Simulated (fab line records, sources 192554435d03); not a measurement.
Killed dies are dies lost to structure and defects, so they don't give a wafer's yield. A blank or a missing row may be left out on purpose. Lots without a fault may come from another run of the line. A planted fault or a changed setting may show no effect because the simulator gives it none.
fab line records | flow n5_finfet | part 1 of 2: steps 1 to 20 of 26
record lots=5 wafers=15 last_day=16
route steps=1938 shown BEOL_M0_SAQP@673
lots that met no fault: from a run of the same line without faults
start_h: hours from the record's first day to the start of the lot's first wafer shown | wait_h: hours since the lot's step before | " the same as in the row above | L1.1+2: a row that stands for several wafers | - no value, or no start given | * or withheld: withheld | < > ~ a bound
route shown NAME@n: a module of which the file shows steps, and the number in the route of the first | usual: mean/standard deviation of fault-free wafers | same: alike in all rows | chamber/n: place in a boat | sites: the reading at each site | _std_site: their standard deviation | _edge_site: outer sites' mean less inner sites' | radius_mm: how far each site lies from the wafer's centre | mask NAME#n: copy n | behind: the tool/chamber that last shaped the wafer | hold: why the lot was held/for how many hours/how that ended | device: the transistor (n, p or np) that didn't switch | end of line: the same wafers' tests at the end of the route | a step without rows: its recipe alone | killed: dies lost to structure and defects at the first sort, not the wafer's yield | map: a wafer's dies, x killed, . not, _ none there
set.NAME: the setting as run; set.NAME@STEP: as run at that earlier step | model.NAME: the simulator's own value behind a step, which no gauge read
lots at some steps of the route; a table a step, a row a wafer
services: from which hour (start_h, from the record's first day; less than 0 if before it) a tool's chamber was out of use, for how many hours, and why
## steps
# step N5_BEOL_M0_SAQP_ETCH_107
# recipe chemistry=CH3F/O2 target=SiNx target_depth_a=300 mask_material=SOC pressure_mtorr=30 source_w=395 bias_w=73 Ar_flow_sccm=150 CH3F_flow_sccm=30 O2_flow_sccm=20 ion_energy_ev=120
# usual drypump_motor_current_A=5.5/0.53 mfc_ar_sccm=150.0/0.45 oes_product_au=0.78/0.086 rf_vpp_V=292/5.8 showerhead_plenum_p_Torr=1.99/0.089 throttle_valve_pct=16.45/0.25
# columns lot.wafer tool chamber start_h wait_h drypump_motor_current_A mfc_ar_sccm oes_product_au rf_hours_counter_h rf_vpp_V showerhead_plenum_p_Torr throttle_valve_pct
L074.1 rie_diel-03 1 114.45 0.0 5.0 151.2 0.94 7 290 2.13 16.00
L074.5 " 0 " " 5.9 149.9 0.69 - 289 2.08 16.33
L074.6 " 1 " " 5.0 150.6 0.94 - 289 2.13 16.00
L081.2 rie_diel-06 2 152.39 0.0 4.7 150.3 0.70 219 291 1.99 16.71
L081.4 " 1 " " 5.4 149.8 0.82 90 291 2.12 16.27
L081.5 " 2 " " 4.7 149.9 0.70 - 290 1.99 16.71
L082.2 rie_diel-06 1 156.24 0.0 5.4 149.8 0.81 91 291 2.12 16.27
L082.5 " 0 " " 6.2 150.3 0.71 - 301 1.89 16.79
L082.6 " 1 " " 5.4 149.6 0.81 - 290 2.12 16.28
L093.1 rie_diel-03 1 221.44 0.0 5.0 149.7 0.87 44 291 2.12 16.07
L093.5 " 1 " " 5.0 149.1 0.86 - 287 2.12 16.08
L093.6 " 2 " " 5.3 150.0 0.83 - 294 1.95 16.43
L096.1 rie_diel-02 0 241.36 0.0 5.7 149.7 0.73 158 297 1.85 16.68
L096.2 " 3 " " 6.0 149.3 0.93 19 302 2.07 16.18
L096.3 " 1 " " 5.4 149.7 0.68 249 285 1.97 16.89
# step N5_BEOL_M0_SAQP_STRIP_108
# recipe chemistry=N2/H2 power_w=500 temp_c=40 pressure_mtorr=50 rf_frequency_hz=6e+07 overash_fraction=0.3 bias_power_w=28 h2_frac=0.5 n2_flow_sccm=300 h2_flow_sccm=300
# usual drypump_motor_current_A=5.5/0.53 oes_product_au=0.79/0.087 rf_vpp_V=121.7/1.1 showerhead_plenum_p_Torr=3.33/0.13 throttle_valve_pct=18.9/0.45
# same overash_fraction=0.3
# columns lot.wafer tool chamber start_h wait_h drypump_motor_current_A oes_product_au rf_hours_counter_h rf_vpp_V showerhead_plenum_p_Torr throttle_valve_pct
L074.1 rie_diel-03 1 114.49 0.0 5.0 0.95 7 123.6 3.59 18.7
L074.5 " 0 " " 5.9 0.69 - 121.6 3.48 18.7
L074.6 " 1 " " 5.1 0.95 - 122.3 3.59 18.7
L081.2 rie_diel-06 2 152.43 0.0 4.7 0.70 219 120.5 3.32 19.3
L081.4 " 1 " " 5.4 0.80 90 120.8 3.50 18.3
L081.5 " 2 " " 4.7 0.70 - 119.1 3.32 19.3
L082.2 rie_diel-06 1 156.28 0.0 5.4 0.80 91 123.2 3.49 18.3
L082.5 " 0 " " 6.3 0.71 - 121.2 3.21 19.5
L082.6 " 1 " " 5.4 0.80 - 123.4 3.49 18.3
L093.1 rie_diel-03 1 221.48 0.0 5.0 0.88 44 123.1 3.57 18.8
L093.5 " 1 " " 5.0 0.87 - 123.2 3.57 18.8
L093.6 " 2 " " 5.3 0.85 - 121.6 3.27 18.7
L096.1 rie_diel-02 0 241.40 0.0 5.7 0.73 158 121.1 3.12 19.8
L096.2 " 3 " " 6.1 0.93 19 123.6 3.45 18.3
L096.3 " 1 " " 5.5 0.69 249 122.0 3.29 19.3
# step N5_BEOL_M0_SAQP_RECESS_109
# recipe chemistry=HF/NH3 target=SiO2 target_depth_a=30 afs_cycles=1 temp_c=30 sublimation_temp_c=180 sublimation_time_s=60
# usual drypump_motor_current_A=5.7/0.33
# columns lot.wafer tool chamber start_h wait_h drypump_motor_current_A
L074.1 vapor_etch-02 1 114.55 0.0 5.5
L074.5 " 0 " " 6.0
L074.6 " 1 " " 5.5
L081.2 vapor_etch-02 1 152.49 0.0 5.5
L081.4 " 1 " " 5.5
L081.5 " 0 " " 6.0
L082.2 vapor_etch-02 1 156.34 0.0 5.5
L082.5 " 0 " " 6.0
L082.6 " 1 " " 5.5
L093.1 vapor_etch-02 1 221.54 0.0 5.5
L093.5 " 0 " " 6.0
L093.6 " 1 " " 5.5
L096.1 vapor_etch-02 1 241.46 0.0 5.5
L096.2 " 0 " " 6.0
L096.3 " 0 " " 6.0
# step N5_BEOL_M0_SAQP_SPACER2_ALD_26
# recipe material=SiO2 target_thk_a=150 temp_c=300 ald_precursor_family=BDEAS ald_co_reactant=O2-plasma pulse_time_s=1 purge_time_s=2 co_reactant_purge_time_s=2 pressure_torr=2
# usual heater_power_w=470/37 precursor_pulse_height_rel=0.999/0.019
# columns lot.wafer tool chamber start_h wait_h heater_power_w precursor_pulse_height_rel
L074.1 ald_sin-02 0 114.70 0.1 464 0.984
L074.5 " 2 " " 477 1.012
L074.6 " 1 " " 459 1.037
L081.2 ald_sin-02 3 152.63 0.1 476 0.983
L081.4 " 0 " " 464 0.969
L081.5 " 1 " " 452 0.967
L082.2 ald_sin-02 0 156.48 0.1 475 1.032
L082.5 " 3 " " 476 0.995
L082.6 " 2 " " 489 0.981
L093.1 ald_sin-01 2 221.68 0.1 478 1.021
L093.5 " 0 " " 471 1.001
L093.6 " 1 " " 395 1.004
L096.1 ald_sin-02 0 241.61 0.1 465 1.007
L096.2 " 1 " " 461 0.978
L096.3 " 2 " " 476 1.005
# step N5_BEOL_M0_SAQP_SPACER2_ETCHBACK_27
# recipe chemistry=CHF3/O2 mode=anisotropic_etchback target=SiO2 target_depth_a=225 time_s=11.25 pressure_mtorr=30 source_w=650 bias_w=170 Ar_flow_sccm=200 CHF3_flow_sccm=50 O2_flow_sccm=5 ion_energy_ev=200
# usual CHF3_flow_sccm=50.01/0.14 drypump_motor_current_A=5.6/0.44 mfc_ar_sccm=200.0/0.65 oes_product_au=0.78/0.088 rf_vpp_V=514/12 showerhead_plenum_p_Torr=2.38/0.11 throttle_valve_pct=18.99/0.25
# columns lot.wafer tool chamber start_h wait_h CHF3_flow_sccm drypump_motor_current_A mfc_ar_sccm oes_product_au rf_hours_counter_h rf_vpp_V showerhead_plenum_p_Torr throttle_valve_pct
L074.1 rie_diel-03 1 115.26 0.3 49.84 5.0 199.9 0.95 7 509 2.57 18.58
L074.5 " 1 " " 49.90 5.0 199.7 0.96 - 509 2.57 18.59
L074.6 " 0 " " 50.16 5.9 199.5 0.70 - 509 2.50 18.83
L081.2 rie_diel-02 3 153.23 0.3 49.91 6.0 199.2 0.66 249 533 2.50 19.12
L081.4 " 1 " " 50.21 5.5 200.4 0.70 222 501 2.39 19.37
L081.5 " 3 " " 49.93 6.0 200.0 0.66 - 533 2.50 19.13
L082.2 rie_diel-03 2 157.03 0.3 50.16 5.3 200.1 0.86 35 522 2.36 19.00
L082.5 " 1 " " 50.02 5.0 199.7 0.91 - 510 2.56 18.60
L082.6 " 2 " " 49.84 5.3 199.4 0.87 - 524 2.36 18.99
L093.1 rie_diel-06 1 222.28 0.3 50.01 5.4 200.5 0.79 110 509 2.54 18.87
L093.5 " 0 " " 50.25 6.3 199.6 0.71 - 530 2.27 19.31
L093.6 " 1 " " 50.01 5.4 200.5 0.79 - 510 2.54 18.83
L096.1 rie_diel-02 3 242.16 0.3 50.24 6.0 200.5 0.92 19 533 2.49 18.73
L096.2 " 0 " " 49.95 5.7 199.8 0.73 159 524 2.23 19.25
L096.3 " 1 " " 50.21 5.5 200.0 0.68 249 500 2.38 19.41
# step N5_BEOL_M0_SAQP_MANDREL2_REMOVE_110
# recipe chemistry=HBr/Cl2/O2 bt_time_s=10 target=a-Si stop_on=SiCN endpoint=OES-SiCl over_etch_frac=1 icp_w=600 bias_w=30 HBr_flow_sccm=150 Cl2_flow_sccm=80 O2_flow_sccm=5 pressure_mtorr=10
# usual drypump_motor_current_A=5.7/0.42 oes_product_au=1.001/0.02 throttle_valve_pct=36.8/0.44
# columns lot.wafer tool chamber start_h wait_h drypump_motor_current_A oes_product_au rf_hours_counter_h throttle_valve_pct
L074.1 rie_si-02 3 115.35 0.1 5.8 0.978 45 36.0
L074.5 " 3 " " 5.8 0.968 - 36.0
L074.6 " 0 " " 6.1 1.023 - 37.2
L081.2 rie_si-03 3 153.33 0.1 5.6 1.016 1 37.3
L081.4 " 2 " " 5.2 0.996 166 36.2
L081.5 " 3 " " 5.6 1.021 - 37.3
L082.2 rie_si-06 1 157.12 0.1 6.1 0.984 73 37.4
L082.5 " 1 " " 6.1 0.994 - 37.4
L082.6 " 2 " " 5.6 1.003 - 36.8
L093.1 rie_si-06 0 222.37 0.1 6.2 1.005 144 36.9
L093.5 " 1 " " 6.1 1.005 - 37.4
L093.6 " 2 " " 5.6 1.002 - 36.8
L096.1 rie_si-03 3 242.24 0.1 5.6 1.015 3 37.3
L096.2 " 0 " " 6.0 1.018 0 36.7
L096.3 " 1 " " 5.6 0.970 124 36.3
# step N5_BEOL_M0_SAQP_CD_MEAS_29
# recipe target_cd_nm=14.4 landing_energy_ev=1000 detector=se_inlens
# usual cd_nm=15.05/0.24
# columns lot.wafer tool chamber start_h wait_h cd_nm
L074.1 cd_sem-02 0 115.46 0.1 15.13
L074.5 " 0 " " 14.99
L074.6 " 0 " " 14.82
L081.2 cd_sem-03 0 153.44 0.1 15.19
L081.4 " 0 " " 15.03
L081.5 " 0 " " 15.26
L082.2 cd_sem-03 0 157.23 0.1 15.17
L082.5 " 0 " " 15.13
L082.6 " 0 " " 14.89
L093.1 cd_sem-03 0 222.48 0.1 14.79
L093.5 " 0 " " 15.41
L093.6 " 0 " " 14.90
L096.1 cd_sem-03 0 242.35 0.1 14.62
L096.2 " 0 " " 14.86
L096.3 " 0 " " 14.74
# step N5_BEOL_M0_SAQP_COAT_69
# recipe resist=SOC temp_c=250 time_s=60 spin_rpm=1500 resist_thk_nm=90
# usual heater_power_total_W=500.4/1.8
# columns lot.wafer tool chamber start_h wait_h heater_power_total_W
L074.1 litho_track-04 0 115.50 0.0 500.7
L074.5 " 0 " " 503.4
L074.6 " 0 " " 499.9
L081.2 litho_track-02 0 153.48 0.0 499.0
L081.4 " 0 " " 498.4
L081.5 " 0 " " 497.4
L082.2 litho_track-04 0 157.27 0.0 502.2
L082.5 " 0 " " 501.7
L082.6 " 0 " " 497.6
L093.1 litho_track-04 0 222.52 0.0 500.0
L093.5 " 0 " " 498.4
L093.6 " 0 " " 500.7
L096.1 litho_track-02 0 242.39 0.0 503.3
L096.2 " 0 " " 501.5
L096.3 " 0 " " 500.6
# step N5_BEOL_M0_SAQP_COAT_72
# recipe resist=SiARC temp_c=220 time_s=60 spin_rpm=1500 resist_thk_nm=15
# usual heater_power_total_W=427.3/2
# columns lot.wafer tool chamber start_h wait_h heater_power_total_W
L074.1 litho_track-04 0 - - 430.4
L074.5 " 0 " " 429.4
L074.6 " 0 " " 428.1
L081.2 litho_track-02 0 - - 426.5
L081.4 " 0 " " 429.8
L081.5 " 0 " " 424.7
L082.2 litho_track-04 0 - - 429.2
L082.5 " 0 " " 424.7
L082.6 " 0 " " 425.3
L093.1 litho_track-04 0 - - 430.0
L093.5 " 0 " " 428.7
L093.6 " 0 " " 428.9
L096.1 litho_track-02 0 - - 429.7
L096.2 " 0 " " 429.2
L096.3 " 0 " " 426.1
# step N5_BEOL_M0_SAQP_COAT_87
# recipe resist=underlayer temp_c=205 time_s=60 spin_rpm=1500 resist_thk_nm=5
# usual heater_power_total_W=391.7/1.3
# columns lot.wafer tool chamber start_h wait_h heater_power_total_W
L074.1 litho_track-04 0 - - 392.8
L074.5 " 0 " " 391.7
L074.6 " 0 " " 392.9
L081.2 litho_track-02 0 - - 392.5
L081.4 " 0 " " 392.5
L081.5 " 0 " " 390.5
L082.2 litho_track-04 0 - - 392.7
L082.5 " 0 " " 393.2
L082.6 " 0 " " 390.7
L093.1 litho_track-04 0 - - 392.3
L093.5 " 0 " " 391.4
L093.6 " 0 " " 393.8
L096.1 litho_track-02 0 - - 390.4
L096.2 " 0 " " 390.5
L096.3 " 0 " " 392.9
# step N5_BEOL_M0_SAQP_COAT_34
# recipe resist=CAR-EUV spin_rpm=1500 resist_thk_nm=30
# columns lot.wafer tool chamber start_h wait_h
L074.1+5+6 litho_track-04 0 - -
L081.2+4+5 litho_track-02 0 - -
L082.2+5+6 litho_track-04 0 - -
L093.1+5+6 litho_track-04 0 - -
L096.1+2+3 litho_track-02 0 - -
# step N5_BEOL_M0_SAQP_EBR_36
# recipe solvent=PGMEA ebr_width_mm=1.5
# columns lot.wafer tool chamber start_h wait_h
L074.1+5+6 litho_track-04 0 - -
L081.2+4+5 litho_track-02 0 - -
L082.2+5+6 litho_track-04 0 - -
L093.1+5+6 litho_track-04 0 - -
L096.1+2+3 litho_track-02 0 - -
# step N5_BEOL_M0_SAQP_SOFTBAKE_35
# recipe temp_c=110 time_s=60 resist=CAR-EUV
# usual heater_power_total_W=175.3/1.6
# columns lot.wafer tool chamber start_h wait_h heater_power_total_W
L074.1 litho_track-04 0 - - 175.8
L074.5 " 0 " " 176.8
L074.6 " 0 " " 175.4
L081.2 litho_track-02 0 - - 174.7
L081.4 " 0 " " 175.7
L081.5 " 0 " " 177.2
L082.2 litho_track-04 0 - - 173.4
L082.5 " 0 " " 177.6
L082.6 " 0 " " 177.1
L093.1 litho_track-04 0 - - 175.8
L093.5 " 0 " " 177.3
L093.6 " 0 " " 173.0
L096.1 litho_track-02 0 - - 177.2
L096.2 " 0 " " 175.4
L096.3 " 0 " " 173.1
# step N5_BEOL_M0_SAQP_EXPOSE_37
# recipe mask_id=M0_CUT1 na=0.33 source_shape=annular sigma_inner=0.35 sigma_outer=0.8 polarization=unpolarized target_cd_nm=30 dose_mj=44.75
# usual exposure_dose_mJ_cm2=44.63/0.044
# columns lot.wafer tool chamber start_h wait_h mask exposure_dose_mJ_cm2
L074.1 euv_scanner-02 0 115.63 - M0_CUT1#0 44.59
L074.5 " 0 " " M0_CUT1#0 44.65
L074.6 " 0 " " M0_CUT1#0 44.59
L081.2 euv_scanner-02 0 153.62 - M0_CUT1#0 44.69
L081.4 " 0 " " M0_CUT1#0 44.63
L081.5 " 0 " " M0_CUT1#0 44.66
L082.2 euv_scanner-01 0 157.56 - M0_CUT1#0 44.64
L082.5 " 0 " " M0_CUT1#0 44.69
L082.6 " 0 " " M0_CUT1#0 44.68
L093.1 euv_scanner-01 0 222.78 - M0_CUT1#0 44.64
L093.5 " 0 " " M0_CUT1#0 44.59
L093.6 " 0 " " M0_CUT1#0 44.61
L096.1 euv_scanner-01 0 242.65 - M0_CUT1#0 44.70
L096.2 " 0 " " M0_CUT1#0 44.69
L096.3 " 0 " " M0_CUT1#0 44.69
# step N5_BEOL_M0_SAQP_PEB_38
# recipe peb_temp_c=100 peb_time_s=60 resist=CAR-EUV
# usual heater_power_total_W=153.9/1.1
# columns lot.wafer tool chamber start_h wait_h heater_power_total_W
L074.1 litho_track-03 0 115.70 0.1 155.4
L074.5 " 0 " " 152.8
L074.6 " 0 " " 154.8
L081.2 litho_track-02 0 153.68 0.1 155.3
L081.4 " 0 " " 152.8
L081.5 " 0 " " 153.2
L082.2 litho_track-04 0 157.62 0.1 155.3
L082.5 " 0 " " 154.0
L082.6 " 0 " " 152.3
L093.1 litho_track-03 0 222.85 0.1 155.2
L093.5 " 0 " " 154.7
L093.6 " 0 " " 153.0
L096.1 litho_track-03 0 242.72 0.1 152.5
L096.2 " 0 " " 155.1
L096.3 " 0 " " 155.3
# step N5_BEOL_M0_SAQP_DEVELOP_39
# recipe develop_time_s=30 developer=TMAH resist=CAR-EUV rinse_liquid=surfactant_rinse dry=air_spin dev_temp_c=23
# usual developer_temp_C=23.02/0.11
# columns lot.wafer tool chamber start_h wait_h developer_temp_C
L074.1 litho_track-03 0 - - 23.23
L074.5 " 0 " " 23.18
L074.6 " 0 " " 23.01
L081.2 litho_track-02 0 - - 23.21
L081.4 " 0 " " 23.19
L081.5 " 0 " " 23.07
L082.2 litho_track-04 0 - - 22.90
L082.5 " 0 " " 23.09
L082.6 " 0 " " 22.81
L093.1 litho_track-03 0 - - 23.33
L093.5 " 0 " " 23.09
L093.6 " 0 " " 23.20
L096.1 litho_track-03 0 - - 23.05
L096.2 " 0 " " 23.16
L096.3 " 0 " " 23.00
# step N5_BEOL_M0_SAQP_CD_MEAS_40
# recipe target_cd_nm=30 landing_energy_ev=500 detector=se_inlens
# usual cd_nm=29.95/0.29
# columns lot.wafer tool chamber start_h wait_h cd_nm
L074.1 cd_sem-01 0 115.77 - 29.90
L074.5 " 0 " " 29.87
L074.6 " 0 " " 30.24
L081.2 cd_sem-02 0 153.75 - 29.96
L081.4 " 0 " " 29.83
L081.5 " 0 " " 29.48
L082.2 cd_sem-03 0 157.68 - 29.94
L082.5 " 0 " " 30.06
L082.6 " 0 " " 29.80
L093.1 cd_sem-02 0 222.91 - 30.27
L093.5 " 0 " " 30.32
L093.6 " 0 " " 29.90
L096.1 cd_sem-02 0 242.79 - 30.25
L096.2 " 0 " " 30.71
L096.3 " 0 " " 30.31
# step N5_BEOL_M0_SAQP_OVL_MEAS_41
# recipe points_per_wafer=522
# usual M0_CUT1_OVL=0.3/0.74
# columns lot.wafer tool chamber start_h wait_h M0_CUT1_OVL[nm]
L074.1 overlay-01 0 115.80 0.0 -0.1
L074.5 " 0 " " 0.1
L074.6 " 0 " " 0.6
L081.2 overlay-02 0 153.78 0.0 0.6
L081.4 " 0 " " 0.2
L081.5 " 0 " " -0.5
L082.2 overlay-02 0 157.72 0.0 -0.5
L082.5 " 0 " " 0.5
L082.6 " 0 " " -0.2
L093.1 overlay-02 0 222.94 0.0 1.3
L093.5 " 0 " " 0.1
L093.6 " 0 " " -0.5
L096.1 overlay-01 0 242.82 0.0 -0.4
L096.2 " 0 " " 1.1
L096.3 " 0 " " 0.3
# step N5_BEOL_M0_SAQP_INSPECT_42
# recipe mode=adi inspect_instrument=brightfield
# usual raw_defect_count=266/72
# columns lot.wafer tool chamber start_h wait_h raw_defect_count
L074.1 defect_inspect-01 - 115.85 0.1 206
L074.5 " - " " 156
L074.6 " - " " 146
L081.2 defect_inspect-01 - 153.84 0.0 222
L081.4 " - " " 335
L081.5 " - " " 228
L082.2 defect_inspect-02 - 157.77 0.0 218
L082.5 " - " " 230
L082.6 " - " " 319
L093.1 defect_inspect-02 - 223.00 0.1 217
L093.5 " - " " 243
L093.6 " - " " 195
L096.1 defect_inspect-02 - 242.87 0.1 162
L096.2 " - " " 171
L096.3 " - " " 244
# step N5_BEOL_M0_SAQP_DESCUM_45
# recipe chemistry=O2 time_s=7 source_power_w=50 bias_power_w=20 pressure_mtorr=20 rf_frequency_hz=2.712e+07 temp_c=40 resist=CAR-EUV o2_flow_sccm=225
# usual drypump_motor_current_A=5.5/0.58 oes_product_au=0.79/0.088 rf_vpp_V=242.8/1.7 showerhead_plenum_p_Torr=2.08/0.09 throttle_valve_pct=20.49/0.25
# columns lot.wafer tool chamber start_h wait_h drypump_motor_current_A oes_product_au rf_hours_counter_h rf_vpp_V showerhead_plenum_p_Torr throttle_valve_pct
L074.1 rie_diel-02 0 115.89 0.0 5.7 0.75 121 240.7 1.95 20.71
L074.5 " 2 " " 5.6 0.87 - 241.3 2.04 20.39
L074.6 " 1 " " 5.5 0.72 - 242.5 2.08 20.93
L081.2 rie_diel-02 2 154.01 0.2 5.6 0.85 67 243.0 2.03 20.41
L081.4 " 3 " " 6.0 0.67 249 242.8 2.14 20.48
L081.5 " 3 " " 6.0 0.67 - 243.3 2.14 20.48
L082.2 rie_diel-06 1 157.81 0.0 5.4 0.80 91 244.5 2.19 20.17
L082.5 " 0 " " 6.2 0.72 - 242.1 1.97 20.78
L082.6 " 1 " " 5.4 0.79 - 244.0 2.19 20.18
L093.1 rie_diel-06 3 223.21 0.2 4.8 0.83 106 244.0 2.10 20.47
L093.5 " 3 " " 4.8 0.83 - 243.2 2.10 20.46
L093.6 " 0 " " 6.3 0.70 - 241.5 1.96 20.81
L096.1 rie_diel-06 3 243.02 0.1 4.7 0.82 111 245.1 2.10 20.47
L096.2 " 1 " " 5.4 0.77 115 244.9 2.18 20.21
L096.3 " 0 " " 6.2 0.69 237 240.6 1.96 20.81
